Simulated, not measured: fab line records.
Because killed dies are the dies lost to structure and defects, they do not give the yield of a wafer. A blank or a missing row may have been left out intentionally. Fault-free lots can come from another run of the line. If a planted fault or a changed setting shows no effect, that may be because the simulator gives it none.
Matching of chambers / flow nand-harc / rie-diel-03 running NHARC_A_CHANNEL_HOLE_D2_DESCUM_15: 4 sister chambers
The step chemistry O2, time 3 s. 4 wafers are shown with their chamber, then 10 later ones without.

== WAFERS WITH THEIR CHAMBER ==
wafer=L084.3; chamber=2; drypump-motor-current-A (A)=5.1
wafer=L085.1; chamber=3; drypump-motor-current-A (A)=5.9
wafer=L086.1; chamber=0; drypump-motor-current-A (A)=6.1
wafer=L086.2; chamber=1; drypump-motor-current-A (A)=5.1

== WAFERS MISSING THEIR CHAMBER ==
wafer=L086.6; drypump-motor-current-A (A)=5.9
wafer=L090.3; drypump-motor-current-A (A)=5.1
wafer=L090.5; drypump-motor-current-A (A)=5.9
wafer=L090.6; drypump-motor-current-A (A)=6.1
wafer=L093.1; drypump-motor-current-A (A)=6.2
wafer=L093.4; drypump-motor-current-A (A)=5.9
wafer=L093.5; drypump-motor-current-A (A)=5.1
wafer=L097.2; drypump-motor-current-A (A)=5.1
wafer=L097.3; drypump-motor-current-A (A)=5.1
wafer=L097.6; drypump-motor-current-A (A)=6.2

== EACH ONE'S CHAMBER ==
wafer=L086.6; from the rows above=3; in truth=3
wafer=L090.3; from the rows above=can't be placed: 1 or 2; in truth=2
wafer=L090.5; from the rows above=3; in truth=3
wafer=L090.6; from the rows above=0; in truth=0
wafer=L093.1; from the rows above=0; in truth=0
wafer=L093.4; from the rows above=3; in truth=3
wafer=L093.5; from the rows above=can't be placed: 1 or 2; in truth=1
wafer=L097.2; from the rows above=can't be placed: 1 or 2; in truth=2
wafer=L097.3; from the rows above=can't be placed: 1 or 2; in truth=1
wafer=L097.6; from the rows above=0; in truth=0
Correctly placed: 6 of 10. Cannot be placed on the basis of these rows: 4; the candidates contain the true chamber in 4. Number placed wrongly: 0.
How it was worked out, from the rows above alone: a wafer's distance from a chamber is the root of the sum, over the readings, of the square of ((its reading less the chamber's mean) divided by the reading's scatter). If the next closest chamber is less than 2 further off than the closest, the wafer can't be placed; otherwise it belongs to the closest. A chamber's mean is the mean of its shown wafers. The scatter: with one shown wafer a chamber, the root of the mean of the squares of how far each hidden wafer lies from its nearest shown one.
